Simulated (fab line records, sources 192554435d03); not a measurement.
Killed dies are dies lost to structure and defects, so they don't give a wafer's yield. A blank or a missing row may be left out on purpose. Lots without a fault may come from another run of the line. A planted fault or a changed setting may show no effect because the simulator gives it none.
Split-lot experiment | flow n5_finfet | 7 lots, 33 wafers read, on a route of 1938 steps

THE SPLIT
At N5_BEOL_M3_ETCH_64 (etches SOC in N2/H2, target depth 75 nm, overetch 15 nm, time 112.5 s), the setting time_s was moved away from the recipe's 112.5 s on 9 of the 33 wafers read, by -18.3% to +57.9%. The other wafers ran this setting at the recipe's value.

FROM THE SPLIT TO THE READING: what the file shows between them, 10 steps
- N5_BEOL_M3_STRIP_65: strips in N2/H2
- N5_BEOL_M3_STRIP_75: strips in N2/H2
- N5_BEOL_M3_STRIP_66: strips in CF4
- N5_BEOL_M3_HM_OPEN_17: chemistry Cl2/BCl3, target TiN, target depth 20 nm, overetch 6 nm
- N5_BEOL_M3_STRIP_19: strips in O2
- N5_BEOL_M3_CD_MEAS_18: pitch 36 nm, target cd 18 nm
- N5_BEOL_M3_COAT_67: time 60 s, resist thk 60 nm
- N5_BEOL_M3_COAT_68: time 60 s, resist thk 12 nm
- N5_BEOL_M3_PRECLEAN_42: cleans in residue remover, time 60 s
- N5_BEOL_M3_SRD_43: time 30 s

THE READING
cd_nm, in nm, at N5_BEOL_M3_CD_MEAS_35 (target cd 18 nm, target cd y 21 nm). Fault-free wafers of this fab line usually give 17.94 nm, standard deviation 0.27 nm.

wafer  | tool, chamber at the split | time_s as run, s | against the recipe | cd_nm, nm | against lot-mates on the recipe
L075.2 | rie_diel-03, 0             | 112.5            | recipe             | 17.82     | -
L075.3 | rie_diel-03, 1             | 112.5            | recipe             | 17.82     | -
L075.4 | rie_diel-03, 3             | 112.5            | recipe             | 18.03     | -
L076.1 | rie_diel-05, 3,0,2         | 112.5            | recipe             | 17.73     | -
L076.2 | rie_diel-05, 2             | 112.5            | recipe             | 18.04     | -
L076.3 | rie_diel-05, 3,0,2         | 112.5            | recipe             | 17.88     | -
L076.4 | rie_diel-05, 1             | 112.5            | recipe             | 18.05     | -
L076.5 | rie_diel-05, 3,0,2         | 112.5            | recipe             | 18.45     | -
L076.6 | rie_diel-05, 1             | 112.5            | recipe             | 18.14     | -
L077.2 | rie_diel-05, 2             | 112.5            | recipe             | 17.59     | -
L077.5 | rie_diel-05, 3             | 112.5            | recipe             | 17.29     | -
L077.6 | rie_diel-05, 2             | 112.5            | recipe             | 18.23     | -
L078.1 | rie_diel-03, 3,0           | 112.5            | recipe             | 17.74     | -
L078.2 | rie_diel-03, 1             | 157              | +39.6%             | 18.70     | +0.89
L078.3 | rie_diel-03, 3,0           | 112.5            | recipe             | 17.60     | -
L078.4 | rie_diel-03, 3             | 157              | +39.6%             | 19.40     | +1.59
L078.5 | rie_diel-03, 0             | 157              | +39.6%             | 18.69     | +0.88
L078.6 | rie_diel-03, 1             | 112.5            | recipe             | 18.10     | -
L093.2 | rie_diel-05, 3             | 112.5            | recipe             | 17.78     | -
L093.4 | rie_diel-05, 0             | 112.5            | recipe             | 18.05     | -
L093.5 | rie_diel-05, 1             | 112.5            | recipe             | 17.99     | -
L094.1 | rie_diel-03, 1             | 112.5            | recipe             | 18.01     | -
L094.2 | rie_diel-03, 2,3           | 112.5            | recipe             | 18.10     | -
L094.3 | rie_diel-03, 0,3           | 91.93            | -18.3%             | 17.31     | -0.72
L094.4 | rie_diel-03, 0,3           | 91.93            | -18.3%             | 17.77     | -0.26
L094.5 | rie_diel-03, 2             | 91.93            | -18.3%             | 18.02     | -0.01
L094.6 | rie_diel-03, 2,3           | 112.5            | recipe             | 17.99     | -
L097.1 | rie_diel-03, 3             | 112.5            | recipe             | 17.83     | -
L097.2 | rie_diel-03, 0             | 177.6            | +57.9%             | 19.38     | +1.69
L097.3 | rie_diel-03, 2             | 112.5            | recipe             | 17.46     | -
L097.4 | rie_diel-03, 1             | 112.5            | recipe             | 17.77     | -
L097.5 | rie_diel-03, 1             | 177.6            | +57.9%             | 18.72     | +1.03
L097.6 | rie_diel-03, 0             | 177.6            | +57.9%             | 19.56     | +1.87
Where a row lists several chambers, the file gives one row for several wafers and doesn't say which wafer went through which chamber.

THE FIT
A straight line over all 33 wafers: cd_nm changes by +0.0226 nm for each +1% of time_s; r = +0.85; the points scatter about the line by 0.29 nm.
The same after taking each lot's own level away (the mean of its wafers on the recipe; 33 wafers): +0.0261 nm for each +1%; r = +0.91; scatter 0.26 nm.
On that fit, the largest move of time_s shifts the reading by 1.5 nm.
The lots' own levels span 17.687 to 18.048 nm, that is 1.3 times the standard deviation above.
So the lot-to-lot level changes the slope: the two fits differ.
Check: with one of the wafers moved furthest among these (+57.9%) left out of the fit, the line predicts +1.49 nm for it against its lot-mates. It came out at +1.69 nm against them.

THE WHOLE CHAIN: every reading that the file lists as answering this split, in the file's order
step                  | what it does                                                          | reading                                                                          | change (the file's fit)                                                            | r (the file's)
N5_BEOL_M3_ETCH_64    | etches SOC in N2/H2, target depth 75 nm, overetch 15 nm, time 112.5 s | SiARC_of_BEOL_M3_COAT_62.thk_nm (the simulator's own value, which no gauge read) | -0.0511 nm for each +1% of the setting                                             | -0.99
N5_BEOL_M3_ETCH_64    | etches SOC in N2/H2, target depth 75 nm, overetch 15 nm, time 112.5 s | BEOL_M3.cd_offset_nm (the simulator's own value, which no gauge read)            | +0.0217 nm for each +1% of the setting                                             | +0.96
N5_BEOL_M3_HM_OPEN_17 | chemistry Cl2/BCl3, target TiN, target depth 20 nm, overetch 6 nm     | etch.depth_nm (the simulator's own value, which no gauge read)                   | not straight: 19.89 at the lowest setting, 19.9 at the recipe, 14.2 at the highest | not given
N5_BEOL_M3_HM_OPEN_17 | chemistry Cl2/BCl3, target TiN, target depth 20 nm, overetch 6 nm     | BEOL_M3.cd_offset_nm (the simulator's own value, which no gauge read)            | +0.0206 nm for each +1% of the setting                                             | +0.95
N5_BEOL_M3_CD_MEAS_18 | pitch 36 nm, target cd 18 nm                                          | cd_nm                                                                            | +0.0284 nm for each +1% of the setting                                             | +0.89
N5_BEOL_M3_CD_MEAS_35 | target cd 18 nm, target cd y 21 nm                                    | cd_nm                                                                            | +0.0265 nm for each +1% of the setting                                             | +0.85

THE FILE'S OWN FIT
cd_nm changes by +0.0265 nm for each +1% of time_s, r = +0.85.
